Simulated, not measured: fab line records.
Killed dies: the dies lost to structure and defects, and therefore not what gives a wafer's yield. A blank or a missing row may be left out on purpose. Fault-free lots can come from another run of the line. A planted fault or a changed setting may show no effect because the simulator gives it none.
Matching of chambers | flow nand-harc | rie-diel-01 running NHARC_A_STAIRCASE_DESCUM_252: 4 sister chambers
The step chemistry O2, time 3 s. 14 wafers are shown with their chamber, then 7 later ones without.

## WAFERS WITH THEIR CHAMBER
wafer  | chamber | drypump-motor-current-A (A) | showerhead-plenum-p-Torr (Torr) | o2-flow-sccm (sccm)
L078.2 | 0       | 5.7                         | 1.85                            | 198.9
L078.3 | 2       | 5.1                         | 1.92                            | 199.9
L078.6 | 0       | 5.8                         | 1.85                            | 199.7
L086.1 | 3       | 5.1                         | 1.98                            | 200.4
L086.4 | 0       | 5.7                         | 1.84                            | 198.6
L086.5 | 0       | 5.7                         | 1.84                            | 198.7
L089.2 | 1       | 5.1                         | 2.07                            | 201.3
L089.5 | 2       | 5.1                         | 1.91                            | 199.6
L089.6 | 1       | 5.1                         | 2.07                            | 199.7
L087.1 | 3       | 5.1                         | 1.98                            | 200.1
L087.2 | 2       | 5.1                         | 1.91                            | 200.1
L087.3 | 1       | 5.1                         | 2.06                            | 199.9
L092.3 | 2       | 5.1                         | 1.91                            | 199.5
L092.5 | 3       | 5.1                         | 1.98                            | 200.4

SIGNATURES (means of the wafers above)
reading                  | chamber 0 | chamber 1 | chamber 2 | chamber 3 | scatter within a chamber
drypump-motor-current-A  | 5.725     | 5.100     | 5.100     | 5.100     | 0.0274
showerhead-plenum-p-Torr | 1.8450    | 2.0667    | 1.9125    | 1.9800    | 0.00492
o2-flow-sccm             | 198.975   | 200.300   | 199.775   | 200.300   | 0.505
Rule: a wafer's distance from a chamber is the root of the sum, over the readings, of the square of ((its reading less the chamber's mean) divided by the reading's scatter). The wafer belongs to the nearest chamber; if the next one is less than 2 further off, it can't be placed. The scatter: take each reading less its chamber's mean, square it, sum over the shown wafers, divide by the number of wafers less the number of chambers, and take the root.

## WAFERS WITHOUT THEIR CHAMBER
wafer  | drypump-motor-current-A (A) | showerhead-plenum-p-Torr (Torr) | o2-flow-sccm (sccm)
L092.6 | 5.1                         | 1.91                            | 199.1
L095.2 | 5.1                         | 1.97                            | 199.2
L095.4 | 5.1                         | 2.06                            | 200.6
L095.5 | 5.1                         | 1.91                            | 200.8
L097.1 | 5.1                         | 1.91                            | 200.6
L097.5 | 5.1                         | 2.06                            | 200.2
L097.6 | 5.1                         | 1.91                            | 200.7

## EACH ONE'S CHAMBER
wafer  | from the rows above | in truth
L092.6 | 2                   | 2
L095.2 | 3                   | 3
L095.4 | 1                   | 1
L095.5 | 2                   | 2
L097.1 | 2                   | 2
L097.5 | 1                   | 1
L097.6 | 2                   | 2
Correct placement for 7 of the 7. Can't be placed from these rows: 0. Placed wrongly: 0.
